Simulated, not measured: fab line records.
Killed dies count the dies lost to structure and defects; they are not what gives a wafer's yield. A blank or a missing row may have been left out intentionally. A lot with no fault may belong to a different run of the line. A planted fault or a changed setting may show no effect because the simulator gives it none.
A struck lot beside a sound one / flow n5 finfet / 16 steps out of a route of 1938
Sound: wafers L716.4, L716.5, L716.6. Struck: wafer L726.6; the same lot's L726.3 was not struck, so it is left out; see the end for the cause.
Per side, at each step with rows, come the tool, then ch with its chambers, and then its first start. Under that, the readings that differ: sound wafers / struck wafers / difference of the means / sigmas: that difference in standard deviations of wafers without a fault.
alike: readings with means less than 2 such deviations apart, plus words and numbers identical on both sides. not compared: withheld readings, readings lacking a value on some wafer, bounds such as >300 that could conceal the same value, and numbers that have no deviation in the record and whose values overlap.
The two part at a step that has a row with sigmas, a row that says differs or no value, or rows on one side only. Numbers that have no deviation but don't overlap get no sigmas and don't part them. Lack of a reading on every wafer of one side parts them only where that side has two or more wafers.

first, 7 steps without rows for these wafers: N5_GATE_CUT_COAT_27 (time 60 s, resist thk 10 nm); N5_GATE_CUT_COAT_07 (resist thk 30 nm); N5_GATE_CUT_EBR_09; N5_GATE_CUT_SOFTBAKE_08 (time 60 s); N5_GATE_CUT_EXPOSE_10 (exposes mask GATE CUT, target cd 20 nm); N5_GATE_CUT_PEB_11 (peb time 60 s); N5_GATE_CUT_DEVELOP_12 (develop time 30 s).
N5_GATE_CUT_CD_MEAS_13: target cd 20 nm.
  sound on cd sem-03 ch 0, day 5 17:42; struck on cd sem-02 ch 0, day 8 08:02
  alike: cd nm
N5_GATE_CUT_OVL_MEAS_14:
  sound on overlay-01 ch 0, day 5 17:44; struck on overlay-02 ch 0, day 8 08:04
  alike: GATE_CUT_OVL
N5_GATE_CUT_INSPECT_15: inspects for defects (brightfield).
  sound: defect inspect-02 at day 5 17:47; struck: defect inspect-01 at day 8 08:07
  alike: raw defect count
N5_GATE_CUT_DESCUM_18: chemistry O2, time 7 s.
  sound on rie diel-01 ch 0,1,2, day 5 17:49; struck on rie diel-01 ch 2, day 8 08:11
  alike: drypump motor current A, oes product au, rf vpp V, showerhead plenum p Torr, throttle valve pct
  not compared: rf hours counter h
N5_GATE_CUT_ETCH_28: etches underlayer in N2/H2, target depth 13 nm, time 10.4 s.
  sound on rie diel-01 ch 0,1,2, day 5 17:51; struck on rie diel-01 ch 2, day 8 08:14
  alike: drypump motor current A, etch rf on time s, oes product au, rf vpp V, showerhead plenum p Torr, throttle valve pct
  not compared: rf hours counter h
N5_GATE_CUT_ETCH_36: etches SiARC in CF4, target depth 13 nm, time 21.7 s.
  sound on rie diel-01 ch 0,1,2, day 5 17:52; struck on rie diel-01 ch 2, day 8 08:15
reading=etch rf on time s (s); sound=22.6 21.4 22.1; struck=13.8; difference=-8.2; sigmas=-20
reading=oes product au (a.u.); sound=0.66 0.58 0.71; struck=1.04; difference=+0.39; sigmas=+6
  alike: drypump motor current A, rf vpp V, showerhead plenum p Torr, throttle valve pct
  not compared: rf hours counter h
N5_GATE_CUT_ETCH_37: etches SOC in N2/H2, target depth 60 nm, overetch 12 nm, time 90 s.
  sound on rie diel-01 ch 0,1,2, day 5 17:54; struck on rie diel-01 ch 2, day 8 08:16
  alike: drypump motor current A, oes product au, rf vpp V, showerhead plenum p Torr, throttle valve pct
  not compared: rf hours counter h
-- here the record skips 10 days between the struck wafers' starts before and after, leaving off in module GATE_CUT and picking up in module BEOL_M4 (first step shown: number 1111 of the route) --
N5_BEOL_M4_RC_MEAS_101:
  sound on prober-01 ch 0, day 15 17:32; struck on prober-01 ch 0, day 18 06:39
reading=SS_P (mV/dec); sound=71.7 73.1 72.1; struck=74.8; difference=+2.5; sigmas=+4
  alike: DIBL_N, DIBL_P, IOFF_N, IOFF_P, ION_N, ION_P, SS_N, VT_N, VT_P
then, 1 step without rows for these wafers: N5_PASSIVATION_PROBE_49.

## WHERE THEY PART
At N5_GATE_CUT_ETCH_36 first; at N5_BEOL_M4_RC_MEAS_101 last (within this record only).

WHY: whatever the simulator had introduced
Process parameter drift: rie diel-01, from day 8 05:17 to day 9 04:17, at N5_GATE_CUT_ETCH_36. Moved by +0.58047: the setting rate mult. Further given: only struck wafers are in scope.
